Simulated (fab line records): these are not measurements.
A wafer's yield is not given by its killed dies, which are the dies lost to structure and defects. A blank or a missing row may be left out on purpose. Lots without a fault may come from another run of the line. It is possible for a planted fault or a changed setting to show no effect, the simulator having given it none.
3 desks looking at one fault	flow n5-finfet	each desk has only its own numbers; what lay behind them comes last

THE DEFECT DESK
Inspection counts along the route, by lot: the mean over sampled wafers that carry a number. The brackets show how far a lot's mean lies from the usual mean; more than 4 standard deviations puts the lot out of limits, marked OUT.
Columns: A = raw-defect-count at N5_BEOL_M4_INSPECT_30, usual 412
lot	first seen here	A
L367	day 9 14:31	418
L374	day 11 05:59	1731 (+13) OUT
L376	day 12 03:22	1666 (+13) OUT
L379	day 12 18:13	556
L378	day 13 08:20	466
L381	day 13 09:17	382
L383	day 13 18:14	386
L385	day 14 02:12	362
Finding of this desk: L374, L376 out of limits; the first was L374 at day 11 05:59, on raw-defect-count at N5_BEOL_M4_INSPECT_30. In limits: L367, L379, L378, L381, L383, L385.

THE METROLOGY DESK
Lot by lot, what the gauges showed, no matter which tool ran the lot: averages of those sampled wafers that carry a number. The brackets show how far a lot's mean lies from the usual mean; more than 4 standard deviations puts the lot out of limits, marked OUT. Only the readings that lie furthest out on some lot appear, 7 of the 10 it has.
Columns: A = DIBL_N at N5_BEOL_M4_RC_MEAS_101, usual 35.8 mV/V; B = DIBL_P at N5_BEOL_M4_RC_MEAS_101, usual 35.3 mV/V; C = IOFF_P at N5_BEOL_M4_RC_MEAS_101, usual 0.194 nA/um; D = ION_P at N5_BEOL_M4_RC_MEAS_101, usual 456 uA/um; E = SS_P at N5_BEOL_M4_RC_MEAS_101, usual 73.1 mV/dec; F = VT_N at N5_BEOL_M4_RC_MEAS_101, usual 251 mV; G = VT_P at N5_BEOL_M4_RC_MEAS_101, usual -252 mV
lot	first seen here	A	B	C	D	E	F	G
L367	day 10 23:08	35.6	38.1	0.194	457	73.4	250	-253
L374	day 12 12:49	35.4	33.9	0.183	455	72.6	252	-252
L376	day 13 19:43	35.8	34.2	0.188	454	73.5	251	-253
L379	day 14 01:52	36.1	36.6	0.214	460	73.8	248	-249
L378	day 14 05:40	37.7	34.9	0.205	462	73.6	248	-251
L381	day 14 15:55	36.9	34.8	0.178	455	72.6	249	-253
L383	day 14 23:49	36.2	34.5	0.226	465	72.9	246	-247
L385	day 15 08:19	35.1	36.1	0.190	461	73.2	253	-252
Finding of this desk: none of the 8 lots has anything out of limits.

FOR THE TOOL OWNER'S DESK: rie-diel-01
The tool's own readings at N5_BEOL_M4_ETCH_64 (etches SOC in N2/H2, target depth 75 nm, overetch 22.5 nm, time 121.9 s): means of the sampled wafers that have a number, for each lot that ran on this tool. The brackets show how far a lot's mean lies from the usual mean; more than 4 standard deviations puts the lot out of limits, marked OUT.
Columns: A = drypump-motor-current-A at N5_BEOL_M4_ETCH_64, usual 5.9 A; B = oes-product-au at N5_BEOL_M4_ETCH_64, usual 0.60 a.u.; C = rf-vpp-V at N5_BEOL_M4_ETCH_64, usual 523.6 V; D = showerhead-plenum-p-Torr at N5_BEOL_M4_ETCH_64, usual 2.53 Torr; E = temp-c at N5_BEOL_M4_ETCH_64, usual 40.01 C; F = throttle-valve-pct at N5_BEOL_M4_ETCH_64, usual 17.8 %
lot	first seen here	A	B	C	D	E	F
L374	day 11 04:50	6.5	0.56	522.6	2.49	40.05	18.2
L376	day 12 02:22	6.1	0.62	523.8	2.50	39.96	17.5
Finding of this desk: none of the 2 lots has anything out of limits.

BROUGHT TOGETHER
The defect desk could have raised an alarm at day 11 05:59, on L374, L376.
Metrology desk: nothing out of limits seen.
The tool owner's desk saw nothing out of limits.
The metrology desk holds a record of L374, L376, inside its limits.
Tool owner's desk: L374, L376 on record, inside its limits.
All the named lots went through N5_BEOL_M4_ETCH_64 on rie-diel-01.

WHAT THE SIMULATOR HAD PUT IN
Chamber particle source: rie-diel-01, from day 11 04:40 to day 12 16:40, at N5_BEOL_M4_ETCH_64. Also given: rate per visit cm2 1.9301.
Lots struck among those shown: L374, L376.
Hours from the fault's start to each desk's first reading out of limits: the defect desk, 1.
